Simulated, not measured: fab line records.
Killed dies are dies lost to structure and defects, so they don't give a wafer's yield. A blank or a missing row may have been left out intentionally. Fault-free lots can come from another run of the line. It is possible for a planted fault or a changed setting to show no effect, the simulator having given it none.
Which tool did it? + flow n5_finfet + Sampling: 11 lots, 33 wafers, 4 of 1938 route steps

== WHAT EACH GAUGE READ, for each wafer ==
The record lacks any reading of a measuring or inspecting step that a usual standard deviation could be used to judge.

== WHAT TOOL EACH LOT RAN ON (gives the tool, then ch and the chambers of the sampled wafers, and finally the start) ==
| lot  | N5_GATE_CUT_ETCH_36               | N5_GATE_CUT_CUT_ETCH_54           | N5_GATE_CUT_VAPOR_ETCH_48         | N5_GATE_CUT_ALD_22                |
|------|-----------------------------------|-----------------------------------|-----------------------------------|-----------------------------------|
| L189 | rie_diel-01 ch 0,1,3, day 4 11:04 | rie_metal-02 ch 0,1, day 4 11:29  | rie_metal-02 ch 0,1, day 4 11:35  | ald_sin-02 ch 0,1,2, day 4 11:52  |
| L190 | rie_diel-05 ch 2,3, day 4 21:20   | rie_metal-01 ch 0,1, day 4 21:44  | rie_metal-01 ch 0,1, day 4 21:51  | ald_sin-04 ch 1,2, day 4 23:01    |
| L191 | rie_diel-05 ch 0,1,2, day 5 11:03 | rie_metal-02 ch 1, day 5 11:31    | rie_metal-02 ch 1, day 5 11:45    | ald_sin-04 ch 0,2,3, day 5 12:41  |
| L195 | rie_diel-01 ch 1,2,3, day 6 05:07 | rie_metal-03 ch 0,1, day 6 05:32  | rie_metal-03 ch 0,1, day 6 05:38  | ald_sin-02 ch 0,1,2, day 6 05:54  |
| L196 | rie_diel-06 ch 1,2,3, day 6 08:54 | rie_metal-02 ch 0,1, day 6 09:18  | rie_metal-02 ch 0,1, day 6 09:25  | ald_sin-04 ch 2,3, day 6 09:41    |
| L197 | rie_diel-05 ch 1,3, day 6 14:40   | rie_metal-02 ch 0,1, day 6 15:04  | rie_metal-02 ch 0,1, day 6 15:11  | ald_sin-03 ch 0,1,3, day 6 15:28  |
| L200 | rie_diel-06 ch 0,2,3, day 7 08:40 | rie_metal-02 ch 0,1, day 7 09:04  | rie_metal-02 ch 0,1, day 7 09:11  | ald_sin-03 ch 0,2, day 7 09:27    |
| L203 | rie_diel-05 ch 0,1,3, day 8 07:52 | rie_metal-03 ch 0,1, day 8 08:16  | rie_metal-03 ch 0,1, day 8 08:23  | ald_sin-04 ch 1,2,3, day 8 08:39  |
| L210 | rie_diel-05 ch 0,2,3, day 9 19:08 | rie_metal-01 ch 0,1, day 9 19:32  | rie_metal-01 ch 0,1, day 9 19:40  | ald_sin-04 ch 0,2,3, day 9 19:55  |
| L212 | rie_diel-01 ch 1,2, day 10 03:49  | rie_metal-02 ch 0,1, day 10 04:13 | rie_metal-02 ch 0,1, day 10 04:20 | ald_sin-02 ch 0,1, day 10 04:43   |
| L211 | rie_diel-01 ch 0,3, day 10 06:10  | rie_metal-01 ch 0,1, day 10 06:34 | rie_metal-01 ch 0,1, day 10 06:41 | ald_sin-03 ch 0,1,2, day 10 07:01 |
- N5_GATE_CUT_ETCH_36: etches SiARC in CF4, target depth 13 nm, time 21.7 s.
- N5_GATE_CUT_CUT_ETCH_54: etches TiN in Cl2/BCl3, target depth 96.7 nm.
- N5_GATE_CUT_VAPOR_ETCH_48: etches TiN in BCl3/Cl2.
- N5_GATE_CUT_ALD_22: deposits SiNx, target thk 16 nm, pulse time 1 s, ald cycles 320.

== AS READ BY THE TOOLS THEMSELVES (means over the sampled wafers that have a number; for cases with no such wafer, the mark the record gives instead) ==
N5_GATE_CUT_ETCH_36.
| lot  | tool        | drypump_motor_current_A (A) | etch_rf_on_time_s (s) | oes_product_au (a.u.) | rf_vpp_V (V) | showerhead_plenum_p_Torr (Torr) | throttle_valve_pct (%) |
|------|-------------|-----------------------------|-----------------------|-----------------------|--------------|---------------------------------|------------------------|
| L189 | rie_diel-01 | 5.8                         | 21.4                  | 0.69                  | 185.0        | 2.24                            | 15.44                  |
| L190 | rie_diel-05 | 5.7                         | 22.0                  | 0.62                  | 186.0        | 2.22                            | 15.77                  |
| L191 | rie_diel-05 | 5.8                         | 22.1                  | 0.62                  | 183.1        | 2.10                            | 15.66                  |
| L195 | rie_diel-01 | 6.1                         | 21.7                  | 0.65                  | 184.8        | 2.17                            | 15.40                  |
| L196 | rie_diel-06 | 6.1                         | 22.1                  | 0.69                  | 184.5        | 2.17                            | 15.56                  |
| L197 | rie_diel-05 | 6.0                         | 22.2                  | 0.61                  | 183.5        | 2.11                            | 15.55                  |
| L200 | rie_diel-06 | 5.9                         | 22.4                  | 0.63                  | 183.2        | 2.11                            | 15.80                  |
| L203 | rie_diel-05 | 5.8                         | 22.1                  | 0.62                  | 184.6        | 2.11                            | 15.70                  |
| L210 | rie_diel-05 | 5.6                         | 21.9                  | 0.61                  | 184.6        | 2.16                            | 15.85                  |
| L212 | rie_diel-01 | 6.3                         | 21.1                  | 0.65                  | 184.2        | 2.16                            | 15.34                  |
| L211 | rie_diel-01 | 5.6                         | 21.8                  | 0.64                  | 185.0        | 2.23                            | 15.64                  |

N5_GATE_CUT_CUT_ETCH_54.
| lot  | tool         | drypump_motor_current_A (A) | etch_rf_on_time_s (s) | oes_product_au (a.u.) | throttle_valve_pct (%) |
|------|--------------|-----------------------------|-----------------------|-----------------------|------------------------|
| L189 | rie_metal-02 | 6.4                         | 37.1                  | 0.56                  | 22.26                  |
| L190 | rie_metal-01 | 5.4                         | 36.6                  | 0.62                  | 22.19                  |
| L191 | rie_metal-02 | 6.4                         | 37.3                  | 0.58                  | 22.03                  |
| L195 | rie_metal-03 | 5.5                         | 36.0                  | 0.68                  | 22.64                  |
| L196 | rie_metal-02 | 6.4                         | 29.5                  | 0.77                  | 21.96                  |
| L197 | rie_metal-02 | 6.3                         | 33.3                  | 0.80                  | 22.14                  |
| L200 | rie_metal-02 | 6.4                         | 33.7                  | 0.79                  | 22.16                  |
| L203 | rie_metal-03 | 5.5                         | 35.0                  | 0.64                  | 22.51                  |
| L210 | rie_metal-01 | 5.5                         | 37.3                  | 0.57                  | 22.31                  |
| L212 | rie_metal-02 | 6.4                         | 37.5                  | 0.63                  | 22.15                  |
| L211 | rie_metal-01 | 5.4                         | 36.4                  | 0.61                  | 22.21                  |

N5_GATE_CUT_VAPOR_ETCH_48.
| lot  | tool         | drypump_motor_current_A (A) | oes_product_au (a.u.) |
|------|--------------|-----------------------------|-----------------------|
| L189 | rie_metal-02 | 6.4                         | 0.62                  |
| L190 | rie_metal-01 | 5.5                         | 0.68                  |
| L191 | rie_metal-02 | 6.4                         | 0.64                  |
| L195 | rie_metal-03 | 5.5                         | 0.76                  |
| L196 | rie_metal-02 | 6.4                         | 0.74                  |
| L197 | rie_metal-02 | 6.4                         | 0.83                  |
| L200 | rie_metal-02 | 6.4                         | 0.82                  |
| L203 | rie_metal-03 | 5.5                         | 0.71                  |
| L210 | rie_metal-01 | 5.5                         | 0.64                  |
| L212 | rie_metal-02 | 6.4                         | 0.70                  |
| L211 | rie_metal-01 | 5.4                         | 0.67                  |

N5_GATE_CUT_ALD_22.
| lot  | tool       | heater_power_w (W) | precursor_pulse_height_rel | susceptor_temp_C (C) |
|------|------------|--------------------|----------------------------|----------------------|
| L189 | ald_sin-02 | 818                | 0.978                      | 399.82               |
| L190 | ald_sin-04 | 892                | 1.006                      | 400.13               |
| L191 | ald_sin-04 | 1006               | 1.028                      | 400.07               |
| L195 | ald_sin-02 | 831                | 0.986                      | 399.98               |
| L196 | ald_sin-04 | 1053               | 1.016                      | 400.25               |
| L197 | ald_sin-03 | 834                | 1.008                      | 400.08               |
| L200 | ald_sin-03 | 831                | 1.009                      | 399.77               |
| L203 | ald_sin-04 | 930                | 1.006                      | 399.88               |
| L210 | ald_sin-04 | 1017               | 1.003                      | 399.89               |
| L212 | ald_sin-02 | 799                | 0.976                      | 399.95               |
| L211 | ald_sin-03 | 808                | 0.994                      | 400.01               |

== THE ANSWER, worked out from the rows above alone ==
Rule: the usual values come from the lots themselves. The widest of any qualifying gaps counts: lots, ordered by their means at a reading, are off when they make up no more than a third of the lots, leave a main group of 4 or more, and stand apart from it by 3 or more times the standard deviation of that group's means. The tables above print the reading to a certain number of digits; a main group whose means all agree to those digits is not used. A lot without any number at a reading at which 4 lots or more have one is off too. The other lots that the step has rows for count as sound. After the gauges, taken in route order, come the tools' own readings; for these a lot's mean is taken, as printed above. The first step at which some lot is off is used, and at that step the reading that is off furthest; a lot without a number counts as furthest.
None of the lots is off at any reading shown; this tells nothing.

== WHAT WAS PUT IN BY THE SIMULATOR ==
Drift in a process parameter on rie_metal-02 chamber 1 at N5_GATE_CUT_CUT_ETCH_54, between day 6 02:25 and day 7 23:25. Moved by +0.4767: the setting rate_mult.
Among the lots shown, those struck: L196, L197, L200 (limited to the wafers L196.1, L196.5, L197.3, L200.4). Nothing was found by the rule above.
